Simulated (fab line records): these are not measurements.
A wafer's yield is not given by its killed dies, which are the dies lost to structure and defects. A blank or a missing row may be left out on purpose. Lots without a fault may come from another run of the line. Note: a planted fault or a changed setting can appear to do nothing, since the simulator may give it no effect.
Matching of chambers / flow n5-finfet / rie-diel-04 running N5_BEOL_M0_SAQP_ETCH_88: 4 sister chambers
The step etches underlayer in N2/H2, target depth 6.5 nm, time 5.2 s. 4 wafers are shown with their chamber, then 7 later ones without.

## WAFERS PAIRED WITH THEIR CHAMBERS
wafer=L083.6; chamber=0; drypump-motor-current-A (A)=5.59
wafer=L085.3; chamber=2; drypump-motor-current-A (A)=5.59
wafer=L086.3; chamber=1; drypump-motor-current-A (A)=6.02
wafer=L086.4; chamber=3; drypump-motor-current-A (A)=6.23

## WAFERS WITHOUT THEIR CHAMBER
wafer=L086.6; drypump-motor-current-A (A)=5.57
wafer=L090.2; drypump-motor-current-A (A)=5.54
wafer=L090.5; drypump-motor-current-A (A)=5.49
wafer=L090.6; drypump-motor-current-A (A)=6.23
wafer=L096.1; drypump-motor-current-A (A)=6.03
wafer=L096.4; drypump-motor-current-A (A)=5.61
wafer=L096.5; drypump-motor-current-A (A)=6.02

## CHAMBER TAKEN BY EACH
wafer=L086.6; from the rows above=can't be placed: 0 or 2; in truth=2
wafer=L090.2; from the rows above=can't be placed: 0 or 2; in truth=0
wafer=L090.5; from the rows above=can't be placed: 0 or 2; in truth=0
wafer=L090.6; from the rows above=3; in truth=3
wafer=L096.1; from the rows above=1; in truth=1
wafer=L096.4; from the rows above=can't be placed: 0 or 2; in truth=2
wafer=L096.5; from the rows above=1; in truth=1
3 of 7 placed correctly. These rows do not allow placing 4 (true chamber among the candidates in 4). 0 placed wrongly.
How it was worked out, from the rows above alone: a wafer's distance from a chamber is the root of the sum, over the readings, of the square of ((its reading less the chamber's mean) divided by the reading's scatter). If the next closest chamber is less than 2 further off than the closest, the wafer can't be placed; otherwise it belongs to the closest. A chamber's mean is the mean of its shown wafers. The scatter: with one shown wafer a chamber, the root of the mean of the squares of how far each hidden wafer lies from its nearest shown one.
